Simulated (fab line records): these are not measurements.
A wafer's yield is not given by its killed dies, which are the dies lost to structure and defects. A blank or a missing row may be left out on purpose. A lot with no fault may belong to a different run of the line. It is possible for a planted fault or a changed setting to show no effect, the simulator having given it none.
Which tool did it? + flow nandHarc + Sampling: 24 lots, 72 wafers, 6 of 1302 route steps

WHAT THE GAUGES SHOWED, per wafer
NHARC_P_BONDPAD_OVL_MEAS_38. Usual: overlayXNm -2 nm, standard deviation 4.6; overlayYNm 0 nm, standard deviation 7.3.
| lot  | measured     | on         | overlayXNm (nm) | overlayYNm (nm) | flag |
|------|--------------|------------|-----------------|-----------------|------|
| L074 | day 6 15:22  | overlay-02 | 3 4 3           | 16 16 16        |      |
| L075 | day 7 00:52  | overlay-02 | -1 0 0          | -4 -4 -4        |      |
| L076 | day 7 15:17  | overlay-01 | -1 -1 -2        | -6 -6 -7        |      |
| L077 | day 7 18:33  | overlay-02 | -4 -4 -4        | -11 -11 -12     |      |
| L078 | day 8 01:41  | overlay-01 | -3 -3 -3        | 6 6 6           |      |
| L079 | day 8 18:13  | overlay-01 | -3 -3 -3        | 11 11 10        |      |
| L080 | day 8 19:23  | overlay-02 | 0 0 -1          | 6 6 7           |      |
| L081 | day 9 10:00  | overlay-02 | 0 0 -1          | -2 -1 -1        |      |
| L082 | day 9 23:04  | overlay-01 | 3 3 3           | 6 6 6           |      |
| L083 | day 10 04:46 | overlay-02 | 1 1 1           | 2 3 3           |      |
| L084 | day 11 01:34 | overlay-01 | 6 6 6           | 6 7 6           |      |
| L085 | day 11 07:23 | overlay-02 | -4 -5 -4        | 6 6 6           |      |
| L086 | day 11 16:58 | overlay-02 | 2 2 2           | 7 7 6           |      |
| L087 | day 12 02:24 | overlay-02 | -12 -12 -12     | -8 -9 -8        |      |
| L088 | day 12 22:09 | overlay-01 | -1 -1 -1        | -6 -5 -5        |      |
| L089 | day 12 23:28 | overlay-01 | -1 -1 -1        | -7 -7 -7        |      |
| L090 | day 13 11:21 | overlay-01 | -2 -2 -2        | -6 -6 -6        |      |
| L091 | day 13 13:16 | overlay-01 | -9 -8 -8        | -3 -3 -3        |      |
| L092 | day 14 04:13 | overlay-01 | 1 0 0           | -11 -11 -11     |      |
| L093 | day 14 13:29 | overlay-02 | -9 -9 -9        | 1 0 0           |      |
| L094 | day 15 02:22 | overlay-01 | -1 -1 -1        | 10 10 10        |      |
| L095 | day 15 03:09 | overlay-01 | -14 -13 -14     | -7 -7 -8        |      |
| L096 | day 15 14:21 | overlay-01 | -3 -3 -4        | -7 -7 -7        |      |
| L097 | day 16 01:43 | overlay-01 | -1 -1 -1        | -1 -1 0         |      |

NHARC_A_ONON_D2_THK_MEAS_08: measures by ellipsometry. Usual: thkNm 998 nm, standard deviation 9.3.
| lot  | measured     | on           | thkNm (nm)     | flag |
|------|--------------|--------------|----------------|------|
| L074 | day 12 16:31 | filmMetro-01 | 994 997 996    |      |
| L075 | day 12 20:41 | filmMetro-01 | 1001 1001 1002 |      |
| L076 | day 13 19:06 | filmMetro-02 | 1001 1002 1003 |      |
| L077 | day 13 18:59 | filmMetro-01 | 993 992 993    |      |
| L078 | day 13 19:08 | filmMetro-01 | 999 997 996    |      |
| L079 | day 14 15:17 | filmMetro-02 | 998 998 998    |      |
| L080 | day 14 15:31 | filmMetro-01 | 993 991 991    |      |
| L081 | day 15 03:23 | filmMetro-01 | 1007 1007 1007 |      |
| L082 | day 15 19:29 | filmMetro-02 | 1008 1010 1010 |      |
| L083 | day 15 19:27 | filmMetro-02 | 997 998 996    |      |
| L084 | day 16 23:19 | filmMetro-01 | 1009 1009 1008 |      |
| L085 | day 16 23:22 | filmMetro-01 | 1012 1015 1011 |      |
| L086 | day 17 15:45 | filmMetro-01 | 998 999 997    |      |
| L087 | day 18 02:52 | filmMetro-01 | 1003 1005 1002 |      |
| L088 | day 18 21:35 | filmMetro-02 | 985 985 987    |      |
| L089 | day 18 14:16 | filmMetro-01 | 1005 1003 1005 |      |
| L090 | day 18 21:35 | filmMetro-01 | 987 987 986    |      |
| L091 | day 18 21:41 | filmMetro-02 | 992 995 993    |      |
| L092 | day 19 22:11 | filmMetro-01 | 974 969 976    |      |
| L093 | day 20 06:17 | filmMetro-02 | 1016 1016 1015 |      |
| L094 | day 20 19:22 | filmMetro-02 | 998 999 999    |      |
| L095 | day 20 19:22 | filmMetro-01 | 994 995 995    |      |
| L096 | day 21 09:14 | filmMetro-01 | 999 1000 999   |      |
| L097 | day 22 05:31 | filmMetro-02 | 1002 1001 1002 |      |

EACH LOT AND THE TOOL THAT RAN IT (in order: tool; ch and the chambers of the sampled wafers; start)
| lot  | NHARC_P_M2_DEP_33               | NHARC_A_CHANNEL_HOLE_D1_DEP_01  | NHARC_A_CHANNEL_FILL_D1_ALD_25  | NHARC_A_DECK1_JOINT_CMP_13    |
|------|---------------------------------|---------------------------------|---------------------------------|-------------------------------|
| L074 | pecvd-04 ch 0,2, day 6 13:43    | pecvd-04 ch 0,1,2, day 8 11:05  | aldHk-04 ch 1,2,3, day 10 09:52 | cmp-03 ch 2,3, day 11 08:01   |
| L075 | pecvd-01 ch 0,1, day 6 23:16    | pecvd-04 ch 0,1, day 8 22:43    | aldHk-01 ch 0,2,3, day 10 20:05 | cmp-01 ch 0,1,2, day 11 18:06 |
| L076 | pecvd-02 ch 1,2, day 7 13:33    | pecvd-04 ch 0,1,2, day 9 14:34  | aldHk-04 ch 0,3, day 11 13:14   | cmp-03 ch 0,1, day 12 10:56   |
| L077 | pecvd-04 ch 2, day 7 16:49      | pecvd-04 ch 0,1, day 9 15:20    | aldHk-03 ch 0,1, day 11 13:14   | cmp-04 ch 0,3, day 12 10:56   |
| L078 | pecvd-04 ch 0,1,2, day 8 00:05  | pecvd-04 ch 0,1,2, day 9 23:25  | aldHk-01 ch 1,2,3, day 11 23:07 | cmp-03 ch 0,1,3, day 12 19:22 |
| L079 | pecvd-04 ch 0,2, day 8 16:37    | pecvd-03 ch 0,2, day 10 13:45   | aldHk-01 ch 0,3, day 12 09:16   | cmp-04 ch 0,1,3, day 13 08:52 |
| L080 | pecvd-04 ch 0,1, day 8 17:48    | pecvd-04 ch 0,2, day 10 12:59   | aldHk-04 ch 0,2,3, day 12 09:54 | cmp-01 ch 1,2, day 13 08:54   |
| L081 | pecvd-04 ch 0,2, day 9 08:25    | pecvd-03 ch 1,2, day 11 03:21   | aldHk-01 ch 1,2, day 13 02:34   | cmp-04 ch 0,2,3, day 14 02:01 |
| L082 | pecvd-01 ch 0,1, day 9 21:23    | pecvd-03 ch 0,2, day 11 18:38   | aldHk-03 ch 0,1, day 13 17:22   | cmp-04 ch 1,2, day 14 15:08   |
| L083 | pecvd-04 ch 0,1, day 10 03:04   | pecvd-03 ch 0,1,2, day 11 22:43 | aldHk-04 ch 0,2,3, day 13 19:34 | cmp-01 ch 1,2,3, day 14 15:08 |
| L084 | pecvd-04 ch 0,1,2, day 11 00:06 | pecvd-03 ch 0,1,2, day 13 00:07 | aldHk-01 ch 2,3, day 14 21:46   | cmp-03 ch 0,1,3, day 15 20:07 |
| L085 | pecvd-01 ch 1,2, day 11 05:47   | pecvd-04 ch 0,2, day 13 03:28   | aldHk-03 ch 0,1,2, day 15 03:32 | cmp-01 ch 0,2, day 16 01:22   |
| L086 | pecvd-04 ch 0,1,2, day 11 15:18 | pecvd-03 ch 0,2, day 13 13:22   | aldHk-01 ch 0,3, day 15 11:23   | cmp-01 ch 0,1, day 16 10:26   |
| L087 | pecvd-01 ch 0,1,2, day 12 00:39 | pecvd-03 ch 0,1,2, day 13 21:24 | aldHk-03 ch 1,2,3, day 15 18:52 | cmp-03 ch 1,2,3, day 16 16:50 |
| L088 | pecvd-04 ch 0,1,2, day 12 20:26 | pecvd-02 ch 0,1,2, day 14 20:00 | aldHk-01 ch 0,1,2, day 16 18:42 | cmp-03 ch 0,2,3, day 17 17:09 |
| L089 | pecvd-02 ch 0,1,2, day 12 21:49 | pecvd-03 ch 1,2, day 14 18:10   | aldHk-03 ch 1,2,3, day 16 15:37 | cmp-03 ch 0,2,3, day 17 13:29 |
| L090 | pecvd-04 ch 0,1, day 13 09:30   | pecvd-04 ch 0,1, day 15 04:23   | aldHk-04 ch 0,1,3, day 17 03:10 | cmp-01 ch 2,3, day 18 00:10   |
| L091 | pecvd-02 ch 2, day 13 11:21     | pecvd-02 ch 0,1,2, day 15 04:29 | aldHk-01 ch 0,2,3, day 17 05:15 | cmp-03 ch 0,3, day 18 00:08   |
| L092 | pecvd-02 ch 0,2, day 14 02:10   | pecvd-04 ch 0,1, day 15 23:16   | aldHk-01 ch 0,2, day 17 23:55   | cmp-04 ch 1,2,3, day 18 23:28 |
| L093 | pecvd-02 ch 0,1, day 14 11:48   | pecvd-02 ch 0,2, day 16 06:37   | aldHk-04 ch 0,1,2, day 18 06:49 | cmp-04 ch 1,2,3, day 19 05:02 |
| L094 | pecvd-04 ch 0,1, day 15 00:30   | pecvd-03 ch 0,1, day 16 21:11   | aldHk-04 ch 0,1,3, day 18 20:08 | cmp-03 ch 0,1,3, day 19 17:27 |
| L095 | pecvd-04 ch 0,1, day 15 01:26   | pecvd-03 ch 0,2, day 16 22:02   | aldHk-03 ch 0,2, day 18 20:44   | cmp-04 ch 2,3, day 19 21:12   |
| L096 | pecvd-04 ch 0,1, day 15 12:32   | pecvd-04 ch 1, day 17 10:10     | aldHk-03 ch 0,1, day 19 08:02   | cmp-04 ch 0,1,3, day 20 05:59 |
| L097 | pecvd-02 ch 0,1,2, day 15 23:56 | pecvd-04 ch 1, day 17 21:37     | aldHk-01 ch 0,2,3, day 19 18:56 | cmp-03 ch 1,2,3, day 20 16:37 |
- NHARC_P_M2_DEP_33: deposits SiCN, target thk 30 nm.
- NHARC_A_CHANNEL_HOLE_D1_DEP_01: deposits SiON, target thk 140 nm.
- NHARC_A_CHANNEL_FILL_D1_ALD_25: deposits SiOx, target thk 60 nm, pulse time 10 s, ald cycles 600.
- NHARC_A_DECK1_JOINT_CMP_13: polishes, target thk 51.023 nm.

WHAT THE TOOLS THEMSELVES READ (means of the sampled wafers that have a number; where no wafer has one, the mark that the record gives instead)
NHARC_P_M2_DEP_33. Usual: heaterPowerW 562 W, standard deviation 45; rfFwdPowerW 449.2 W, standard deviation 1.3; susceptorTempC 370.00 C, standard deviation 0.2.
| lot  | tool     | heaterPowerW (W) | rfFwdPowerW (W) | susceptorTempC (C) | flag |
|------|----------|------------------|-----------------|--------------------|------|
| L074 | pecvd-04 | 568              | 449.9           | 369.94             |      |
| L075 | pecvd-01 | 578              | 449.4           | 369.84             |      |
| L076 | pecvd-02 | 532              | 450.3           | 370.01             |      |
| L077 | pecvd-04 | 584              | 449.6           | 370.03             |      |
| L078 | pecvd-04 | 579              | 448.9           | 369.86             |      |
| L079 | pecvd-04 | 626              | 450.0           | 369.95             |      |
| L080 | pecvd-04 | 551              | 450.3           | 370.14             |      |
| L081 | pecvd-04 | 581              | 449.4           | 369.91             |      |
| L082 | pecvd-01 | 575              | 447.3           | 370.28             |      |
| L083 | pecvd-04 | 599              | 449.0           | 369.74             |      |
| L084 | pecvd-04 | 569              | 449.8           | 370.00             |      |
| L085 | pecvd-01 | 613              | 449.3           | 370.14             |      |
| L086 | pecvd-04 | 556              | 450.4           | 369.98             |      |
| L087 | pecvd-01 | 592              | 449.2           | 369.97             |      |
| L088 | pecvd-04 | 561              | 449.1           | 369.77             |      |
| L089 | pecvd-02 | 539              | 448.4           | 369.93             |      |
| L090 | pecvd-04 | 561              | 449.6           | 369.74             |      |
| L091 | pecvd-02 | 562              | 449.1           | 370.04             |      |
| L092 | pecvd-02 | 542              | 448.2           | 370.27             |      |
| L093 | pecvd-02 | 532              | 449.8           | 370.10             |      |
| L094 | pecvd-04 | 559              | 449.5           | 370.08             |      |
| L095 | pecvd-04 | 561              | 451.4           | 369.94             |      |
| L096 | pecvd-04 | 498              | 449.2           | 370.06             |      |
| L097 | pecvd-02 | 540              | 449.9           | 369.94             |      |

NHARC_A_CHANNEL_HOLE_D1_DEP_01. Usual: heaterPowerW 765 W, standard deviation 70; rfFwdPowerW 348.3 W, standard deviation 1.1; susceptorTempC 399.99 C, standard deviation 0.23.
| lot  | tool     | heaterPowerW (W) | rfFwdPowerW (W) | susceptorTempC (C) | flag |
|------|----------|------------------|-----------------|--------------------|------|
| L074 | pecvd-04 | 763              | 349.0           | 400.18             |      |
| L075 | pecvd-04 | 748              | 348.2           | 399.60             |      |
| L076 | pecvd-04 | 780              | 347.8           | 400.12             |      |
| L077 | pecvd-04 | 750              | 348.0           | 400.11             |      |
| L078 | pecvd-04 | 762              | 348.1           | 399.71             |      |
| L079 | pecvd-03 | 831              | 347.7           | 400.08             |      |
| L080 | pecvd-04 | 724              | 348.7           | 400.04             |      |
| L081 | pecvd-03 | 825              | 348.0           | 400.02             |      |
| L082 | pecvd-03 | 785              | 349.0           | 399.93             |      |
| L083 | pecvd-03 | 818              | 348.8           | 399.92             |      |
| L084 | pecvd-03 | 840              | 348.9           | 399.87             |      |
| L085 | pecvd-04 | 749              | 348.4           | 399.97             |      |
| L086 | pecvd-03 | 764              | 348.3           | 400.19             |      |
| L087 | pecvd-03 | 794              | 348.0           | 399.98             |      |
| L088 | pecvd-02 | 677              | 349.4           | 400.03             |      |
| L089 | pecvd-03 | 789              | 347.9           | 400.07             |      |
| L090 | pecvd-04 | 726              | 346.5           | 400.00             |      |
| L091 | pecvd-02 | 650              | 349.5           | 399.97             |      |
| L092 | pecvd-04 | 745              | 348.3           | 400.08             |      |
| L093 | pecvd-02 | 751              | 348.4           | 399.96             |      |
| L094 | pecvd-03 | 850              | 348.5           | 400.07             |      |
| L095 | pecvd-03 | 797              | 348.4           | 400.09             |      |
| L096 | pecvd-04 | 722              | 348.1           | 399.99             |      |
| L097 | pecvd-04 | 710              | 347.3           | 399.93             |      |

NHARC_A_CHANNEL_FILL_D1_ALD_25. Usual: heaterPowerW 483 W, standard deviation 53; precursorPulseHeightRel 1.000, standard deviation 0.02; susceptorTempC 299.98 C, standard deviation 0.17.
| lot  | tool     | heaterPowerW (W) | precursorPulseHeightRel | susceptorTempC (C) | flag |
|------|----------|------------------|-------------------------|--------------------|------|
| L074 | aldHk-04 | 439              | 0.974                   | 300.02             |      |
| L075 | aldHk-01 | 512              | 0.996                   | 300.03             |      |
| L076 | aldHk-04 | 514              | 1.013                   | 300.02             |      |
| L077 | aldHk-03 | 505              | 0.988                   | 299.85             |      |
| L078 | aldHk-01 | 473              | 0.988                   | 300.04             |      |
| L079 | aldHk-01 | 518              | 0.997                   | 299.95             |      |
| L080 | aldHk-04 | 464              | 0.996                   | 299.87             |      |
| L081 | aldHk-01 | 513              | 1.006                   | 300.02             |      |
| L082 | aldHk-03 | 501              | 0.999                   | 299.91             |      |
| L083 | aldHk-04 | 461              | 1.009                   | 299.92             |      |
| L084 | aldHk-01 | 514              | 1.017                   | 299.80             |      |
| L085 | aldHk-03 | 462              | 1.001                   | 300.04             |      |
| L086 | aldHk-01 | 509              | 1.006                   | 299.96             |      |
| L087 | aldHk-03 | 476              | 1.005                   | 300.26             |      |
| L088 | aldHk-01 | 519              | 1.017                   | 299.99             |      |
| L089 | aldHk-03 | 476              | 1.013                   | 299.97             |      |
| L090 | aldHk-04 | 488              | 1.000                   | 300.27             |      |
| L091 | aldHk-01 | 520              | 1.006                   | 299.93             |      |
| L092 | aldHk-01 | 555              | 1.009                   | 299.88             |      |
| L093 | aldHk-04 | 472              | 1.001                   | 299.90             |      |
| L094 | aldHk-04 | 500              | 0.983                   | 299.97             |      |
| L095 | aldHk-03 | 407              | 0.999                   | 299.85             |      |
| L096 | aldHk-03 | 490              | 0.995                   | 299.86             |      |
| L097 | aldHk-01 | 523              | 1.013                   | 300.01             |      |

NHARC_A_DECK1_JOINT_CMP_13. Usual: motorCurrentA 11.8 A, standard deviation 1.2; slurryFlowMlMin 150.0, standard deviation 0.45; timeToEndpointS 8.5 s, standard deviation 2.6.
| lot  | tool   | motorCurrentA (A) | slurryFlowMlMin | timeToEndpointS (s) | flag |
|------|--------|-------------------|-----------------|---------------------|------|
| L074 | cmp-03 | 11.5              | 150.0           | 5.3                 |      |
| L075 | cmp-01 | 12.1              | 150.1           | 10.7                |      |
| L076 | cmp-03 | 12.7              | 150.0           | 6.8                 |      |
| L077 | cmp-04 | 10.3              | 149.4           | 8.5                 |      |
| L078 | cmp-03 | 12.3              | 149.8           | 7.7                 |      |
| L079 | cmp-04 | 10.4              | 150.1           | 6.3                 |      |
| L080 | cmp-01 | 11.2              | 150.1           | 10.6                |      |
| L081 | cmp-04 | 11.5              | 150.1           | 6.3                 |      |
| L082 | cmp-04 | 12.7              | 150.0           | 10.8                |      |
| L083 | cmp-01 | 11.7              | 150.3           | 10.3                |      |
| L084 | cmp-03 | 11.7              | 149.7           | 7.3                 |      |
| L085 | cmp-01 | 13.4              | 150.1           | 11.4                |      |
| L086 | cmp-01 | 11.7              | 149.8           | 13.0                |      |
| L087 | cmp-03 | 12.0              | 150.5           | 6.4                 |      |
| L088 | cmp-03 | 12.1              | 149.6           | 7.9                 |      |
| L089 | cmp-03 | 12.1              | 150.0           | 7.0                 |      |
| L090 | cmp-01 | 12.0              | 149.9           | 9.0                 |      |
| L091 | cmp-03 | 12.5              | 150.2           | 8.1                 |      |
| L092 | cmp-04 | 11.1              | 150.3           | 9.9                 |      |
| L093 | cmp-04 | 11.3              | 149.6           | 10.3                |      |
| L094 | cmp-03 | 12.0              | 150.0           | 8.6                 |      |
| L095 | cmp-04 | 11.9              | 149.7           | 8.7                 |      |
| L096 | cmp-04 | 10.6              | 150.0           | 7.5                 |      |
| L097 | cmp-03 | 12.1              | 149.9           | 4.4                 |      |

THE ANSWER, worked out from the rows above alone
Rule: take the mean of a lot's wafers that have a number; if it is more than 3 standard deviations from the usual mean, the lot is off. Also off: a lot with no number at a reading for which 4 or more lots have one. Any other lot the step has rows for is counted as sound. After the gauges, taken in route order, come the tools' own readings; for these a lot's mean is taken, as printed above. The first step at which some lot is off is used, and at that step the reading that is off furthest; a lot without a number counts as furthest.
Across all readings shown, no lot is off: no conclusion can be drawn from this.

WHAT THE SIMULATOR PUT IN
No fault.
